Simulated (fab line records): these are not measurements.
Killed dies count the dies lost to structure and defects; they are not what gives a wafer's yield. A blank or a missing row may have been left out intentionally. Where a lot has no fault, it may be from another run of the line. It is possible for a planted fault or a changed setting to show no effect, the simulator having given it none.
fab line records	flow nandHarc
record lots=13	wafers=39	lastDay=33
route steps=1302 shown A_ZERO_WELL@403 A_SOURCE_PLATE@416 A_ONON_D1@425 END@1302
lots that met no fault: taken from a fault-free run of the same line
startH: hours from the record's first day to the start of the lot's first wafer shown	waitH: hours elapsed since this lot's preceding step	" as in the row above	L1.1+2: one row covering several wafers at once	- no value, or no start given	* or withheld: withheld	< > ~ a bound
route shown NAME@n: NAME is a module with steps in the file, n the number in the route of the first one	usual: mean/standard deviation of fault-free wafers	same: alike in all rows	chamber/n: place in a boat	sites: per-site readings	_std_site: the values' standard deviation	_edge_site: inner sites' mean taken away from outer sites' mean	radiusMm: how far each site lies from the wafer's centre	mask NAME#n: copy n	behind: tool/chamber where the wafer was last shaped	hold: why the lot went on hold/how many hours it stayed there/how the hold came to an end	device: names the non-switching transistor (n, p or np)	end of line: the route-end tests of the same wafers	step lacking rows: just its recipe	killed: not the wafer's yield, but the dies lost to structure and defects at the first sort	map: dies across one wafer; x = killed, . = not, _ = none there
set.NAME: the setting the step ran with; set.NAME@STEP: the setting that earlier step ran with	model.NAME: the simulator's own value behind a step, which no gauge read
a sample of lots followed through the steps of the route, with each step as a table and each wafer as a row
services: a tool's chamber out of use, with start hour (startH, from the record's first day; less than 0 if before it), hours out, and reason
## steps
# step NHARC_A_ZERO_WELL_DESCUM_12
# recipe timeS=3	o2FlowSccm=200	arFlowSccm=0	biasPowerW=0	chemistry=O2
# usual drypumpMotorCurrentA=5.69/0.25	oesProductAu=0.998/0.0067	rfVppV=58.0/0.93	showerheadPlenumPTorr=1.97/0.065	throttleValvePct=11.311/0.0086
# same timeS=3
lot.wafer	tool	chamber	startH	waitH	drypumpMotorCurrentA	oesProductAu	rfHoursCounterH	rfVppV	showerheadPlenumPTorr	throttleValvePct
L645.1	rieDiel-13	1	146.13	-	5.59	1.000	26	57.7	1.91	11.305
L645.6	"	3	"	"	5.78	0.998	-	57.5	2.05	11.308
L645.5	"	0	"	"	5.49	0.986	-	56.5	1.92	11.306
L646.2	rieDiel-09	2	152.84	-	5.74	0.996	0	58.4	1.91	11.317
L646.3	"	0	"	"	5.76	1.001	0	59.2	2.02	11.320
L646.6	"	1	"	"	5.66	0.994	-	58.9	2.06	11.302
L647.2	rieDiel-03	0	159.45	-	5.47	1.009	1	58.8	2.05	11.310
L647.4	"	1	"	"	6.25	1.005	1	58.7	1.93	11.315
L647.6	"	0	"	"	5.46	1.009	-	59.3	2.05	11.312
L648.1	rieDiel-09	0	170.19	-	5.75	1.001	5	58.7	2.02	11.314
L648.5	"	0	"	"	5.77	0.997	-	57.7	2.02	11.295
L648.6	"	1	"	"	5.64	0.997	-	58.1	2.06	11.308
L651.1	rieDiel-03	0	196.99	-	5.48	1.000	3	59.4	2.05	11.321
L651.2	"	2	"	"	5.71	0.986	2	57.7	2.02	11.311
L651.6	"	0	"	"	5.46	1.009	-	57.9	2.05	11.306
L652.4	rieDiel-03	3	213.07	-	5.76	0.995	3	56.5	1.97	11.325
L652.1	"	1	"	"	6.27	0.996	3	58.2	1.93	11.310
L652.3	"	2	"	"	5.73	0.993	3	57.6	2.02	11.322
L656.1	rieDiel-09	1	253.94	-	5.68	0.980	32	58.5	2.05	11.316
L656.4	"	2	"	"	5.73	0.995	29	56.2	1.90	11.330
L656.6	"	0	"	"	5.74	0.999	-	58.2	2.01	11.322
L657.1	rieDiel-13	0	256.57	-	5.44	0.988	12	56.7	1.91	11.322
L657.4	"	1	"	"	5.58	0.992	12	58.6	1.91	11.309
L657.5	"	3	"	"	5.79	1.008	-	58.8	2.04	11.307
L661.1	rieDiel-09	2	297.77	-	5.72	0.983	44	58.1	1.90	11.303
L661.6	"	2	"	"	5.72	0.988	-	58.6	1.90	11.308
L661.5	"	3	"	"	5.21	1.000	-	58.5	1.92	11.312
L663.1	rieDiel-03	0	316.18	-	5.46	0.993	1	58.1	2.05	11.313
L663.2	"	1	"	"	6.23	0.998	1	57.7	1.93	11.309
L663.4	"	1	"	"	6.21	0.996	-	57.9	1.93	11.317
L664.3	rieDiel-13	0	325.82	-	5.44	1.001	23	57.3	1.91	11.298
L664.2	"	1	"	"	5.59	0.997	25	58.5	1.90	11.317
L664.4	"	2	"	"	6.00	1.002	26	58.9	1.85	11.312
L665.3	rieDiel-03	0	339.48	-	5.46	0.987	1	58.0	2.05	11.307
L665.5	"	1	"	"	6.22	0.989	-	57.6	1.93	11.314
L665.6	"	2	"	"	5.75	0.995	-	59.9	2.02	11.308
L668.1	rieDiel-13	2	370.28	-	5.98	0.991	2	57.3	1.85	11.326
L668.4	"	3	"	"	5.77	0.991	3	59.3	2.04	11.320
L668.6	"	0	"	"	5.46	0.998	-	57.6	1.91	11.310
# step NHARC_A_SOURCE_PLATE_THK_MEAS_09
# recipe thkMeasGauge=ellipsometry
# usual thkNm=9.9/0.96
lot.wafer	tool	chamber	startH	waitH	thkNm
L645.1	filmMetro-01	-	154.96	0.4	8.8
L645.5	"	-	"	"	9.8
L645.6	"	-	"	"	10.8
L646.2	filmMetro-01	-	161.04	0.4	9.9
L646.3	"	-	"	"	10.3
L646.6	"	-	"	"	10.8
L647.2	filmMetro-01	-	167.58	0.4	10.6
L647.4	"	-	"	"	10.1
L647.6	"	-	"	"	9.8
L648.1	filmMetro-01	-	179.28	0.4	11.4
L648.5	"	-	"	"	8.1
L648.6	"	-	"	"	10.3
L651.1	filmMetro-01	-	205.14	0.4	8.9
L651.2	"	-	"	"	10.1
L651.6	"	-	"	"	9.5
L652.1	filmMetro-02	-	221.65	0.4	9.4
L652.3	"	-	"	"	9.8
L652.4	"	-	"	"	10.2
L656.1	filmMetro-01	-	262.69	0.4	11.3
L656.4	"	-	"	"	8.7
L656.6	"	-	"	"	9.4
L657.1	filmMetro-01	-	262.71	0.4	11.7
L657.4	"	-	"	"	10.2
L657.5	"	-	"	"	9.3
L661.1	filmMetro-01	-	305.86	0.4	9.5
L661.5	"	-	"	"	8.0
L661.6	"	-	"	"	10.5
L663.1	filmMetro-02	-	324.80	0.4	9.0
L663.2	"	-	"	"	10.3
L663.4	"	-	"	"	10.8
L664.2	filmMetro-02	-	334.36	0.4	9.9
L664.3	"	-	"	"	11.1
L664.4	"	-	"	"	10.5
L665.3	filmMetro-02	-	351.73	0.4	9.3
L665.5	"	-	"	"	10.3
L665.6	"	-	"	"	9.8
L668.1	filmMetro-01	-	379.04	0.4	11.5
L668.4	"	-	"	"	10.8
L668.6	"	-	"	"	9.7
# step NHARC_A_ONON_D1_THK_MEAS_02
# recipe thkMeasGauge=ellipsometry
# usual thkNm=1001/9.1
lot.wafer	tool	chamber	startH	waitH	thkNm
L645.1	filmMetro-02	-	168.62	-	990
L645.5	"	-	"	"	988
L645.6	"	-	"	"	989
L646.2	filmMetro-02	-	174.67	-	1022
L646.3	"	-	"	"	1023
L646.6	"	-	"	"	1024
L647.2	filmMetro-01	-	182.26	-	1002
L647.4	"	-	"	"	1000
L647.6	"	-	"	"	1001
L648.1	filmMetro-01	-	194.10	-	994
L648.5	"	-	"	"	992
L648.6	"	-	"	"	993
L651.1	filmMetro-01	-	218.26	-	983
L651.2	"	-	"	"	981
L651.6	"	-	"	"	979
L652.1	filmMetro-02	-	235.05	-	1002
L652.3	"	-	"	"	1003
L652.4	"	-	"	"	1002
L656.1	filmMetro-02	-	275.82	-	1000
L656.4	"	-	"	"	1001
L656.6	"	-	"	"	1000
L657.1	filmMetro-01	-	275.85	-	995
L657.4	"	-	"	"	999
L657.5	"	-	"	"	997
L661.1	filmMetro-01	-	319.45	-	1002
L661.5	"	-	"	"	1004
L661.6	"	-	"	"	1004
L663.1	filmMetro-01	-	338.02	-	995
L663.2	"	-	"	"	996
L663.4	"	-	"	"	995
L664.2	filmMetro-02	-	348.13	-	1013
L664.3	"	-	"	"	1014
L664.4	"	-	"	"	1015
L665.3	filmMetro-02	-	369.39	-	998
L665.5	"	-	"	"	1002
L665.6	"	-	"	"	998
L668.1	filmMetro-01	-	393.93	-	1006
L668.4	"	-	"	"	1005
L668.6	"	-	"	"	1006
# step NHARC_A_ONON_D1_DEP_22
# recipe targetThkA=10000	n2FlowSccm=2750	n2oFlowSccm=2000	nh3FlowSccm=500	sih4FlowSccm=210	tempC=400
lot.wafer	tool	chamber	startH	waitH
L645.1+5+6	pecvdOnon-03	0	179.58	0.1
L646.2+3+6	pecvdOnon-04	0	188.88	0.1
L647.2+4+6	pecvdOnon-03	0	193.20	0.1
L648.1+5+6	pecvdOnon-04	0	208.64	0.1
L651.1+2+6	pecvdOnon-04	0	229.32	0.1
L652.1+3+4	pecvdOnon-04	0	245.68	0.1
L657.1+4+5	pecvdOnon-04	0	287.29	0.1
L656.1+4+6	pecvdOnon-03	0	287.30	0.1
L661.1+5+6	pecvdOnon-02	0	330.15	0.1
L663.1+2+4	pecvdOnon-03	0	348.79	0.1
L664.2+3+4	pecvdOnon-03	0	358.96	0.1
L665.3+5+6	pecvdOnon-04	0	383.48	0.2
L668.1+4+6	pecvdOnon-04	0	405.72	0.1
# step NHARC_A_ONON_D1_THK_MEAS_24
# recipe thkMeasGauge=ellipsometry
# usual thkNm=999/9
lot.wafer	tool	chamber	startH	waitH	thkNm
L645.1	filmMetro-01	-	180.09	-	1017
L645.5	"	-	"	"	1015
L645.6	"	-	"	"	1015
L646.2	filmMetro-01	-	189.33	-	1000
L646.3	"	-	"	"	1000
L646.6	"	-	"	"	1000
L647.2	filmMetro-02	-	193.66	-	1004
L647.4	"	-	"	"	1005
L647.6	"	-	"	"	1003
L648.1	filmMetro-01	-	209.15	-	997
L648.5	"	-	"	"	997
L648.6	"	-	"	"	995
L651.1	filmMetro-02	-	229.83	-	1016
L651.2	"	-	"	"	1015
L651.6	"	-	"	"	1017
L652.1	filmMetro-01	-	246.20	-	1006
L652.3	"	-	"	"	1006
L652.4	"	-	"	"	1006
L657.1	filmMetro-02	-	287.80	-	998
L657.4	"	-	"	"	999
L657.5	"	-	"	"	998
L656.1	filmMetro-01	-	287.80	-	994
L656.4	"	-	"	"	994
L656.6	"	-	"	"	996
L661.1	filmMetro-02	-	330.66	-	985
L661.5	"	-	"	"	985
L661.6	"	-	"	"	986
L663.1	filmMetro-01	-	349.30	-	1462
L663.2	"	-	"	"	1465
L663.4	"	-	"	"	1464
L664.2	filmMetro-02	-	359.41	-	1461
L664.3	"	-	"	"	1461
L664.4	"	-	"	"	1461
L665.3	filmMetro-01	-	383.88	-	997
L665.5	"	-	"	"	996
L665.6	"	-	"	"	997
L668.1	filmMetro-02	-	406.22	-	996
L668.4	"	-	"	"	996
L668.6	"	-	"	"	996
# step NHARC_END_SORT_01
# recipe tempC=25
# usual killedAtArray=54/16	killedAtOther=0.6/0.86	killedAtPeriphery=3.8/2.6	killedDies=58/16	killedOpen=3.3/1.8	killedShort=2.7/1.7
# same grossDies=677
lot.wafer	tool	chamber	startH	waitH	killedAtArray	killedAtOther	killedAtPeriphery	killedDies	killedOpen	killedShort
L656.1	prober-01	0	662.71	2.5	74	0	5	79	2	0
L656.4	prober-01	0	665.13	3.4	82	0	9	91	1	4
L656.6	prober-01	0	666.75	4.0	85	1	6	92	2	1
L663.1	prober-02	0	741.11	2.5	666	0	11	677	5	2
L663.2	prober-02	0	741.92	2.8	670	1	6	677	4	4
L663.4	prober-02	0	743.55	3.4	664	0	13	677	1	4
L664.2	prober-01	0	741.93	2.8	673	0	4	677	6	3
L664.3	prober-01	0	742.74	3.1	673	0	4	677	2	5
L664.4	prober-01	0	743.54	3.4	671	1	5	677	4	0
# killed by level:class
L656.1 A_CHANNEL_HOLE_D1:chamberFilmFlake=29 A_SLIT:chamberFilmFlake=18 A_CHANNEL_HOLE_D2:chamberFilmFlake=14 A_CONTACT:chamberFilmFlake=6 P_GATE:chamberFilmFlake=3 A_BLC:chamberFilmFlake=3 A_STAIRCASE:chamberFilmFlake=2 P_GATE:geometricParticle:open=1
L656.4 A_CHANNEL_HOLE_D1:chamberFilmFlake=42 A_SLIT:chamberFilmFlake=16 A_CHANNEL_HOLE_D2:chamberFilmFlake=7 A_CONTACT:chamberFilmFlake=5 P_GATE:chamberFilmFlake=3 P_M2:chamberFilmFlake=3 A_WL_FILL:chamberFilmFlake=3 A_SOURCE_PLATE:geometricParticle:short=2
L656.6 A_CHANNEL_HOLE_D1:chamberFilmFlake=33 A_SLIT:chamberFilmFlake=19 A_CHANNEL_HOLE_D2:chamberFilmFlake=15 A_BLC:chamberFilmFlake=7 A_CONTACT:chamberFilmFlake=4 P_GATE:chamberFilmFlake=3 A_CHANNEL_FILL_D2:chamberFilmFlake=2 A_STAIRCASE:chamberFilmFlake=2
L663.1 A_ONON_D1:areaDep=618 A_CHANNEL_HOLE_D2:chamberFilmFlake=15 A_CHANNEL_HOLE_D1:chamberFilmFlake=8 P_CONTACT:chamberFilmFlake=5 A_CONTACT:chamberFilmFlake=5 A_SLIT:chamberFilmFlake=5 A_SGD_CUT:chamberFilmFlake=4 P_ZERO_WELL:chamberFilmFlake=3
L663.2 A_ONON_D1:areaDep=622 A_CHANNEL_HOLE_D2:chamberFilmFlake=12 A_CHANNEL_HOLE_D1:chamberFilmFlake=11 A_SLIT:chamberFilmFlake=5 A_CONTACT:chamberFilmFlake=5 P_CONTACT:chamberFilmFlake=3 A_WL_FILL:chamberFilmFlake=3 A_ONON_D1:geometricParticle:open=2
L664.2 A_ONON_D1:areaDep=610 A_SLIT:chamberFilmFlake=20 A_CHANNEL_HOLE_D2:chamberFilmFlake=19 A_CONTACT:chamberFilmFlake=7 A_CHANNEL_HOLE_D1:chamberFilmFlake=5 P_CONTACT:chamberFilmFlake=4 A_ONON_D1:geometricParticle:open=2 A_WL_FILL:chamberFilmFlake=2
L664.3 A_ONON_D1:areaDep=620 A_SLIT:chamberFilmFlake=15 A_CHANNEL_HOLE_D2:chamberFilmFlake=13 A_CONTACT:chamberFilmFlake=9 P_CONTACT:chamberFilmFlake=3 A_CHANNEL_HOLE_D1:chamberFilmFlake=3 A_WL_FILL:chamberFilmFlake=3 A_CONTACT:geometricParticle:short=2
L664.4 A_ONON_D1:areaDep=618 A_SLIT:chamberFilmFlake=15 A_CHANNEL_HOLE_D2:chamberFilmFlake=13 A_CHANNEL_HOLE_D1:chamberFilmFlake=10 A_CONTACT:chamberFilmFlake=6 P_CONTACT:chamberFilmFlake=3 A_WL_FILL:chamberFilmFlake=2 A_ONON_D1:geometricParticle:open=1
L663.4 A_ONON_D1:areaDep=621 A_CHANNEL_HOLE_D2:chamberFilmFlake=13 P_CONTACT:chamberFilmFlake=9 A_CHANNEL_HOLE_D1:chamberFilmFlake=8 A_SGD_CUT:chamberFilmFlake=8 A_SLIT:chamberFilmFlake=4 A_CONTACT:chamberFilmFlake=3 P_GATE:chamberFilmFlake=2
## services
tool	chamber	startH	hours	kind
pecvdOnon-04	-	130.08	13.0	pm
rieDiel-09	3	135.27	6.5	repair
rieDiel-03	0	137.80	-	clean
rieDiel-03	1	137.80	-	clean
rieDiel-03	2	137.80	-	clean
rieDiel-03	3	137.80	-	clean
rieDiel-09	-	143.34	9.0	pm
rieDiel-03	0	162.30	-	clean
rieDiel-03	1	162.30	-	clean
rieDiel-13	-	165.18	9.0	pm
rieDiel-09	-	166.13	0.6	repair
pecvdOnon-02	-	185.12	13.0	pm
rieDiel-13	1	205.06	6.9	repair
pecvdOnon-02	-	205.72	8.5	repair
pecvdOnon-03	-	227.20	13.0	pm
rieDiel-03	-	281.30	9.0	pm
rieDiel-13	2	304.40	5.2	repair
rieDiel-03	3	310.63	6.9	repair
pecvdOnon-04	-	311.08	13.0	pm
rieDiel-09	-	320.34	9.0	pm
rieDiel-13	-	339.34	5.2	repair
rieDiel-13	-	344.59	9.0	pm
pecvdOnon-02	-	366.12	13.0	pm
rieDiel-13	3	391.97	2.0	repair
## key
firstSign step=NHARC_A_ONON_D1_THK_MEAS_24	reading=thkNm	direction=up	sigmas=51	usual=999	struck=1462
effect step=NHARC_END_SORT_01	reading=killedAtArray	direction=up	sigmas=38	usual=54	struck=670
moreKillsBornAt NHARC_A_ONON_D1_DEP_22@pecvdOnon-03=3709
metAt NHARC_A_ONON_D1_DEP_22
struckLots L663,L664
laterRowsLeftOut L663.1,L663.2,L663.4,L664.2,L664.3,L664.4
testerLeftOut L663,L664
notActingAt NHARC_A_ZERO_WELL_DESCUM_12,NHARC_A_SOURCE_PLATE_THK_MEAS_09,NHARC_A_ONON_D1_THK_MEAS_02
onsetBetween 287.30 348.79
fault kind=processParameterDrift	tool=pecvdOnon-03	chamber=-	onsetH=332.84	steps=NHARC_A_ONON_D1_DEP_22	channel=targetThkA	offset=*	shape=step	endH=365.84	actsIn=*	stated=*
# testerLeftOut: of these lots the tester's yield and bins aren't shown, on N5 and GAA mostly nor the transistor test; their killed dies are dies lost to structure and defects alone, not to doping, threshold or leakage, so they don't give the yield
# laterRowsLeftOut: the simulator's readings of these wafers behind a module that went badly wrong aren't trusted and aren't shown, but for the sort
